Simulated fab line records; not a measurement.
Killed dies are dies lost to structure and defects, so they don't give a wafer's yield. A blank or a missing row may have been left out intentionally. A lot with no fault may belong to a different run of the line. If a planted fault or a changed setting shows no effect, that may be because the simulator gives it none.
Split-lot study || flow n5 finfet || 21 wafers read across 7 lots, on a route 1938 steps long

== THE SPLIT ITSELF ==
At N5_BEOL_M8_ETCH_65 (etches SiARC in CF4, target depth 15.6 nm, time 26 s), the setting source w was moved away from the recipe's 545 W on 5 of the 21 wafers read, by +5.4% to +17.0%. This setting was run at the recipe's value on the other wafers.

The split's own step is where the reading is taken.

== THE READING ==
rf vpp V, in V, at N5_BEOL_M8_ETCH_65 (etches SiARC in CF4, target depth 15.6 nm, time 26 s). Typical for fault-free wafers on this fab line: 184.4 V, with standard deviation 1.1 V.

{"wafer": "L077.3", "tool, chamber at the split": "rie diel-06, 2", "source w as run, W": 545, "against the recipe": "recipe", "rf vpp V, V": 182.1, "against lot-mates on the recipe": "-"}
{"wafer": "L077.4", "tool, chamber at the split": "rie diel-06, 0", "source w as run, W": 574.3, "against the recipe": "+5.4%", "rf vpp V, V": 179.7, "against lot-mates on the recipe": -2.8}
{"wafer": "L077.5", "tool, chamber at the split": "rie diel-06, 3", "source w as run, W": 545, "against the recipe": "recipe", "rf vpp V, V": 182.8, "against lot-mates on the recipe": "-"}
{"wafer": "L079.1", "tool, chamber at the split": "rie diel-05, 1", "source w as run, W": 545, "against the recipe": "recipe", "rf vpp V, V": 184.8, "against lot-mates on the recipe": "-"}
{"wafer": "L079.3", "tool, chamber at the split": "rie diel-05, 0", "source w as run, W": 545, "against the recipe": "recipe", "rf vpp V, V": 185.9, "against lot-mates on the recipe": "-"}
{"wafer": "L079.5", "tool, chamber at the split": "rie diel-05, 0", "source w as run, W": 545, "against the recipe": "recipe", "rf vpp V, V": 184.0, "against lot-mates on the recipe": "-"}
{"wafer": "L080.2", "tool, chamber at the split": "rie diel-05, 1", "source w as run, W": 620.8, "against the recipe": "+13.9%", "rf vpp V, V": 176.4, "against lot-mates on the recipe": "no lot-mate on the recipe"}
{"wafer": "L080.5", "tool, chamber at the split": "rie diel-05, 2", "source w as run, W": 620.8, "against the recipe": "+13.9%", "rf vpp V, V": 175.2, "against lot-mates on the recipe": "no lot-mate on the recipe"}
{"wafer": "L080.6", "tool, chamber at the split": "rie diel-05, 0", "source w as run, W": 620.8, "against the recipe": "+13.9%", "rf vpp V, V": 177.8, "against lot-mates on the recipe": "no lot-mate on the recipe"}
{"wafer": "L085.1", "tool, chamber at the split": "rie diel-05, 2", "source w as run, W": 545, "against the recipe": "recipe", "rf vpp V, V": 183.3, "against lot-mates on the recipe": "-"}
{"wafer": "L085.5", "tool, chamber at the split": "rie diel-05, 2", "source w as run, W": 545, "against the recipe": "recipe", "rf vpp V, V": 183.7, "against lot-mates on the recipe": "-"}
{"wafer": "L085.6", "tool, chamber at the split": "rie diel-05, 1", "source w as run, W": 545, "against the recipe": "recipe", "rf vpp V, V": 184.3, "against lot-mates on the recipe": "-"}
{"wafer": "L088.2", "tool, chamber at the split": "rie diel-04, 3", "source w as run, W": 545, "against the recipe": "recipe", "rf vpp V, V": 184.7, "against lot-mates on the recipe": "-"}
{"wafer": "L088.3", "tool, chamber at the split": "rie diel-04, 1", "source w as run, W": 637.7, "against the recipe": "+17.0%", "rf vpp V, V": 174.9, "against lot-mates on the recipe": -9.2}
{"wafer": "L088.6", "tool, chamber at the split": "rie diel-04, 3", "source w as run, W": 545, "against the recipe": "recipe", "rf vpp V, V": 183.6, "against lot-mates on the recipe": "-"}
{"wafer": "L092.1", "tool, chamber at the split": "rie diel-04, 1", "source w as run, W": 545, "against the recipe": "recipe", "rf vpp V, V": 185.2, "against lot-mates on the recipe": "-"}
{"wafer": "L092.2", "tool, chamber at the split": "rie diel-04, 2", "source w as run, W": 545, "against the recipe": "recipe", "rf vpp V, V": 184.4, "against lot-mates on the recipe": "-"}
{"wafer": "L092.3", "tool, chamber at the split": "rie diel-04, 0", "source w as run, W": 545, "against the recipe": "recipe", "rf vpp V, V": 185.2, "against lot-mates on the recipe": "-"}
{"wafer": "L095.1", "tool, chamber at the split": "rie diel-05, 2", "source w as run, W": 545, "against the recipe": "recipe", "rf vpp V, V": 183.8, "against lot-mates on the recipe": "-"}
{"wafer": "L095.3", "tool, chamber at the split": "rie diel-05, 1", "source w as run, W": 545, "against the recipe": "recipe", "rf vpp V, V": 184.8, "against lot-mates on the recipe": "-"}
{"wafer": "L095.6", "tool, chamber at the split": "rie diel-05, 1", "source w as run, W": 545, "against the recipe": "recipe", "rf vpp V, V": 185.2, "against lot-mates on the recipe": "-"}

THE FIT
A straight line over all 21 wafers: rf vpp V changes by -0.56 V for each +1% of source w; r = -0.96; the points scatter about the line by 1 V.
The same after taking each lot's own level away (the mean of its wafers on the recipe; 18 wafers): -0.541 V for each +1%; r = -0.97; scatter 0.54 V.
According to that fit, moving source w by its largest amount changes the reading by 9.2 V.
The lots' own levels span 182.45 to 184.93 V, that is 2.3 times the standard deviation above.
Hence the lot-to-lot level has little effect on the slope; both slopes agree.
Check: for one of the wafers moved furthest among these (+17.0%), held out of the fit, the line's prediction against its lot-mates is -8.7 V. It came out at -9.25 V against them.
Tool readings at the split's step, against how far the setting was moved: etch rf on time s r = -0.98; rf vpp V r = -0.96.

== OTHER SPLITS ON THESE WAFERS ==
These wafers also went through other splits before the reading. Each is held against what the fit with the lots' levels taken away leaves over:
{"other split on the same wafers": "N5_BEOL_M8_EXPOSE_25 dose mj", "wafers away from the commonest value": 5, "r with rf vpp V (lot level and that fit taken away)": "+0.18"}

== THE WHOLE CHAIN: every reading that the file lists as answering this split, in the file's order ==
{"step": "N5_BEOL_M8_ETCH_65", "what it does": "etches SiARC in CF4, target depth 15.6 nm, time 26 s", "reading": "etch rf on time s", "change (the file's fit)": "withheld for each +1% of the setting", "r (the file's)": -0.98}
{"step": "N5_BEOL_M8_ETCH_65", "what it does": "etches SiARC in CF4, target depth 15.6 nm, time 26 s", "reading": "rf vpp V", "change (the file's fit)": "-0.542 V for each +1% of the setting", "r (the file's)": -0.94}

== FILE'S OWN FIT ==
rf vpp V changes by -0.542 V for each +1% of source w, r = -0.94.
